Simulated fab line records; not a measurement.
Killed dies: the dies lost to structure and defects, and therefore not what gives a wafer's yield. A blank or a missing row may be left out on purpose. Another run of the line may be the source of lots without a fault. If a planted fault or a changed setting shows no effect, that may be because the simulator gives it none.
Which tool is to blame? + flow nand harc + Sampling: 13 lots, 39 wafers, 5 of 1302 route steps

## WHAT EACH GAUGE READ, for each wafer
NHARC_END_SORT_01. Usual: killed at array 59, standard deviation 20; killed at other 0.8, standard deviation 1.1; killed at periphery 5, standard deviation 3.1; killed dies 64, standard deviation 21; killed open 3.4, standard deviation 1.9; killed short 2.3, standard deviation 1.7.
| lot  | measured     | on        | killed at array | killed at other | killed at periphery | killed dies | killed open | killed short | flag |
|------|--------------|-----------|-----------------|-----------------|---------------------|-------------|-------------|--------------|------|
| L328 | day 29 17:32 | prober-01 | 144 113 151     | 0 0 0           | 0 12 8              | 144 125 159 | 0 2 2       | 2 6 3        | OFF  |
| L335 | day 32 18:16 | prober-01 | 48 64 48        | 4 1 4           | 4 5 2               | 56 70 54    | 5 6 2       | 4 3 3        |      |

## WHICH TOOL RAN EACH LOT (tool, then ch and the chambers of the sampled wafers, then the start)
| lot  | NHARC_A_WL_FILL_ETCHBACK_26      | NHARC_THIN_TSV_ETCH_15           | NHARC_THIN_TSV_DEP_47           | NHARC_THIN_TSV_ETCHBACK_48         |
|------|----------------------------------|----------------------------------|---------------------------------|------------------------------------|
| L316 | rie si-01 ch 1,3, day 21 03:41   | rie si-06 ch 1,2, day 23 17:21   | pecvd-03 ch 1,2, day 23 18:25   | rie diel-01 ch 0,2,3, day 23 18:50 |
| L317 | rie si-03 ch 2,3, day 21 14:20   | rie si-02 ch 1,2,3, day 24 06:11 | pecvd-02 ch 0,1,2, day 24 07:31 | rie diel-08 ch 0,3, day 24 07:49   |
| L315 | rie si-05 ch 0,3, day 21 16:45   | rie si-06 ch 0,1, day 24 07:14   | pecvd-03 ch 0,1, day 24 08:17   | rie diel-06 ch 0,3, day 24 08:41   |
| L319 | rie si-05 ch 1,3, day 22 09:56   | rie si-04 ch 2,3, day 24 21:18   | pecvd-02 ch 0,2, day 24 22:18   | rie diel-08 ch 1,2, day 24 22:44   |
| L320 | rie si-03 ch 2,3, day 23 08:15   | rie si-02 ch 0,1, day 25 19:41   | pecvd-04 ch 1,2, day 25 20:45   | rie diel-08 ch 2,3, day 25 21:06   |
| L321 | rie si-05 ch 0,2,3, day 23 08:16 | rie si-06 ch 0,2,3, day 25 20:53 | pecvd-04 ch 0,1,2, day 25 22:01 | rie diel-08 ch 0,1, day 25 22:19   |
| L324 | rie si-05 ch 0,2, day 24 14:24   | rie si-02 ch 0,2,3, day 27 06:38 | pecvd-02 ch 0,2, day 27 07:45   | rie diel-08 ch 0,2,3, day 27 08:11 |
| L328 | rie si-05 ch 1,2,3, day 26 09:25 | rie si-04 ch 0,1,3, day 29 02:38 | pecvd-02 ch 1,2, day 29 03:42   | rie diel-08 ch 1,2, day 29 04:01   |
| L333 | rie si-01 ch 0,2,3, day 28 11:12 | rie si-04 ch 0,2,3, day 31 07:05 | pecvd-02 ch 1,2, day 31 08:10   | rie diel-06 ch 0,3, day 31 08:31   |
| L335 | rie si-01 ch 0,3, day 29 11:10   | rie si-04 ch 0,1,2, day 32 03:21 | pecvd-04 ch 0,1,2, day 32 04:22 | rie diel-01 ch 2,3, day 32 04:46   |
| L336 | rie si-05 ch 1,2,3, day 30 03:54 | rie si-02 ch 0,2,3, day 32 21:52 | pecvd-04 ch 0,2, day 32 22:56   | rie diel-06 ch 0,1, day 32 23:17   |
| L337 | rie si-03 ch 0,2, day 30 03:54   | rie si-04 ch 0,3, day 32 20:41   | pecvd-02 ch 0,1,2, day 32 21:43 | rie diel-08 ch 0,1,2, day 32 22:09 |
| L338 | rie si-01 ch 0,1,3, day 30 19:40 | rie si-04 ch 0,2,3, day 33 15:09 | pecvd-02 ch 1,2, day 33 16:51   | rie diel-01 ch 0,1, day 33 17:17   |
- NHARC_A_WL_FILL_ETCHBACK_26: etches the open film in HBr, target depth 52 nm, time 13.3 s.
- NHARC_THIN_TSV_ETCH_15: target depth 3000 nm, bosch target overetch cycles 2, bosch etch step 2.8 s.
- NHARC_THIN_TSV_DEP_47: deposits SiO2, target thk 200 nm.
- NHARC_THIN_TSV_ETCHBACK_48: etches the open film in C4F8/Ar, target depth 1028.5 nm, time 405.17 s.

## WHAT THE TOOLS THEMSELVES READ (means of the sampled wafers that have a number; where no wafer has one, the mark that the record gives instead)
NHARC_A_WL_FILL_ETCHBACK_26. Usual: drypump motor current A 5.6 A, standard deviation 0.56; oes product au 1.003 a.u., standard deviation 0.013; throttle valve pct 23.265 %, standard deviation 0.0087.
| lot  | tool      | drypump motor current A (A) | oes product au (a.u.) | throttle valve pct (%) | flag |
|------|-----------|-----------------------------|-----------------------|------------------------|------|
| L316 | rie si-01 | 5.5                         | 1.017                 | 23.265                 |      |
| L317 | rie si-03 | 5.4                         | 1.002                 | 23.264                 |      |
| L315 | rie si-05 | 6.4                         | 0.991                 | 23.254                 |      |
| L319 | rie si-05 | 6.0                         | 0.999                 | 23.273                 |      |
| L320 | rie si-03 | 5.3                         | 0.997                 | 23.269                 |      |
| L321 | rie si-05 | 6.2                         | 1.003                 | 23.268                 |      |
| L324 | rie si-05 | 5.9                         | 1.014                 | 23.263                 |      |
| L328 | rie si-05 | 5.8                         | 1.019                 | 23.270                 |      |
| L333 | rie si-01 | 5.3                         | 1.002                 | 23.265                 |      |
| L335 | rie si-01 | 5.6                         | 1.002                 | 23.259                 |      |
| L336 | rie si-05 | 5.8                         | 1.004                 | 23.270                 |      |
| L337 | rie si-03 | 5.5                         | 0.994                 | 23.261                 |      |
| L338 | rie si-01 | 5.5                         | 1.003                 | 23.259                 |      |

NHARC_THIN_TSV_ETCH_15. Usual: drypump motor current A reads 5.3 A (standard deviation 0.5).
| lot  | tool      | drypump motor current A (A) | flag |
|------|-----------|-----------------------------|------|
| L316 | rie si-06 | 5.1                         |      |
| L317 | rie si-02 | 5.3                         |      |
| L315 | rie si-06 | 5.0                         |      |
| L319 | rie si-04 | 5.9                         |      |
| L320 | rie si-02 | 5.2                         |      |
| L321 | rie si-06 | 5.4                         |      |
| L324 | rie si-02 | 5.5                         |      |
| L328 | rie si-04 | 5.2                         |      |
| L333 | rie si-04 | 5.5                         |      |
| L335 | rie si-04 | 5.3                         |      |
| L336 | rie si-02 | 5.5                         |      |
| L337 | rie si-04 | 5.1                         |      |
| L338 | rie si-04 | 5.5                         |      |

NHARC_THIN_TSV_DEP_47. Usual: flow sccm 2650 sccm, standard deviation 8.1; throttle valve pct 15.7 %, standard deviation 0.79.
| lot  | tool     | flow sccm (sccm) | throttle valve pct (%) | flag |
|------|----------|------------------|------------------------|------|
| L316 | pecvd-03 | 2656             | 16.7                   |      |
| L317 | pecvd-02 | 2641             | 15.2                   |      |
| L315 | pecvd-03 | 2645             | 16.2                   |      |
| L319 | pecvd-02 | 2655             | 15.0                   |      |
| L320 | pecvd-04 | 2646             | 16.2                   |      |
| L321 | pecvd-04 | 2654             | 16.5                   |      |
| L324 | pecvd-02 | 2653             | 14.7                   |      |
| L328 | pecvd-02 | 2647             | 14.7                   |      |
| L333 | pecvd-02 | 2651             | 15.0                   |      |
| L335 | pecvd-04 | 2644             | 16.1                   |      |
| L336 | pecvd-04 | 2651             | 16.8                   |      |
| L337 | pecvd-02 | 2648             | 15.1                   |      |
| L338 | pecvd-02 | 2647             | 15.0                   |      |

NHARC_THIN_TSV_ETCHBACK_48. Usual: oes product au 0.94 a.u., standard deviation 0.032; rf vpp V 547 V, standard deviation 3.1.
| lot  | tool        | oes product au (a.u.) | rf vpp V (V) | flag |
|------|-------------|-----------------------|--------------|------|
| L316 | rie diel-01 | 0.92                  | 547          |      |
| L317 | rie diel-08 | 1.02                  | 544          |      |
| L315 | rie diel-06 | 0.97                  | 550          |      |
| L319 | rie diel-08 | 0.97                  | 546          |      |
| L320 | rie diel-08 | 0.91                  | 549          |      |
| L321 | rie diel-08 | 0.93                  | 545          |      |
| L324 | rie diel-08 | 0.94                  | 548          |      |
| L328 | rie diel-08 | 0.91                  | 547          |      |
| L333 | rie diel-06 | 0.94                  | 549          |      |
| L335 | rie diel-01 | 0.95                  | 550          |      |
| L336 | rie diel-06 | 0.91                  | 549          |      |
| L337 | rie diel-08 | 0.92                  | 546          |      |
| L338 | rie diel-01 | 1.00                  | 547          |      |

## THE ANSWER, worked out from the rows above alone
Rule: a lot counts as off when the mean over its wafers that have a number is more than 3 standard deviations away from the usual mean. A lot without any number at a reading at which 4 lots or more have one is off too. The other lots that the step has rows for count as sound. First the gauges in route order, then the tools' own readings, where a lot's mean is used as printed above. The first step at which some lot is off is used, and at that step the reading that is off furthest; a lot without a number counts as furthest.
Off: L328 (NHARC_END_SORT_01, killed at array). Neither off nor sound, because the step has no rows for them: L316, L317, L315, L319, L320, L321, L324, L333, L336, L337, L338.
If a tool, at a process step before that reading, ran all the lots that are off and no sound lot after the first of them, it fits. Those tools and the gauges at NHARC_END_SORT_01 are tried in the same way. Can't be told from this: 3 tools fit, rie si-05 at NHARC_A_WL_FILL_ETCHBACK_26, pecvd-02 at NHARC_THIN_TSV_DEP_47, rie diel-08 at NHARC_THIN_TSV_ETCHBACK_48.

## WHAT THE SIMULATOR HAD PUT IN
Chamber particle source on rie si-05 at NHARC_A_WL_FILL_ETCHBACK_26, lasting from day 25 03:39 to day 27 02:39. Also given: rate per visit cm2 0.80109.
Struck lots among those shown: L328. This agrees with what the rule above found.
